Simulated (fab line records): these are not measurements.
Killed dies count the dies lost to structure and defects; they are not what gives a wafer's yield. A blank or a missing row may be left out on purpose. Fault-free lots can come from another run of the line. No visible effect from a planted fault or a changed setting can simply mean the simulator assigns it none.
Problem report in the 8D (eight disciplines) form, filled by code ; flow n5 finfet ; the parts of the form that need people (team, actions taken, sign-off) are left out

== 1. PROBLEM STATEMENT ==
Wafers without a fault read 1499.6 rpm, standard deviation 1.1; spin speed rpm at N5_BEOL_M9_COAT_22 reads a mean of 1439.9 rpm on 6 wafers belonging to 2 lots. That puts it -54 standard deviations away from the usual mean.
The step: resist thk 30 nm.
Earliest sighting: wafer L422.2 on litho track-02 at day 13 20:44. The record holds 30 wafers of 10 lots with a number at this step. Rule for "out" (also "out of limits"): further than 4 standard deviations from the usual mean. The other wafers with a number count as sound.

== 2. WHAT IT IS; WHAT IT IS NOT ==
question;is;is not
which readings at this step;spin speed rpm;-
which lots;L422, L423;L406, L407, L411, L421, L424, L426, L428, L429
which wafers of those lots;all that have a number;-
read on which tools;litho track-02;litho track-04, litho track-05
when;from day 13 20:44;"up to then (12 sound wafers); but 12 sound wafers of L424, L426, L428, L429 came after"

== 3. SUSPECTS, AND WHAT RULES EACH OUT ==
Counting: a tool stays on the suspect list if, at a process step up to the reading, it processed all lots that are out and no sound lot following the first of them.
- litho track-02 at N5_BEOL_M9_COAT_22 (resist thk 30 nm): kept. All lots that are out passed through it, beginning with L422 at day 13 20:44, and no sound lot followed; its final sound lot before that point was L421 at day 12 22:41. Out on those wafers are its own readings of spin speed rpm.
Left after counting: litho track-02 at N5_BEOL_M9_COAT_22.

== 4. THE CAUSE (what the simulator had put in) ==
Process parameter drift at N5_BEOL_M9_COAT_22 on litho track-02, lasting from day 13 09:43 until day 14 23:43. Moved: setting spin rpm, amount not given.
After counting, this tool was the only one left.

== 5. SEQUENCE OF EFFECTS, ordered by route ==
Each row: a reading where the mean over the struck wafers with a number is more than 3 standard deviations away from the usual. Readings are gone through only where the record gives a usual standard deviation; hours: the median, over the lots, of the time from a lot's start at the first step in this table giving one to that lot's start at this step; sigmas: the change measured in usual standard deviations.
hours;step;reading;usual;on struck wafers;change;sigmas
0;N5_BEOL_M9_COAT_22;spin speed rpm;1499.6 rpm;1439.9;-59.7;-54
It contains these process steps:
- N5_BEOL_M9_COAT_22: resist thk 30 nm.

== 6. WHAT WOULD HAVE CAUGHT IT SOONER ==
11 hours passed between the start of the fault at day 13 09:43 and the first reading out of limits in this record, taken at day 13 20:44.
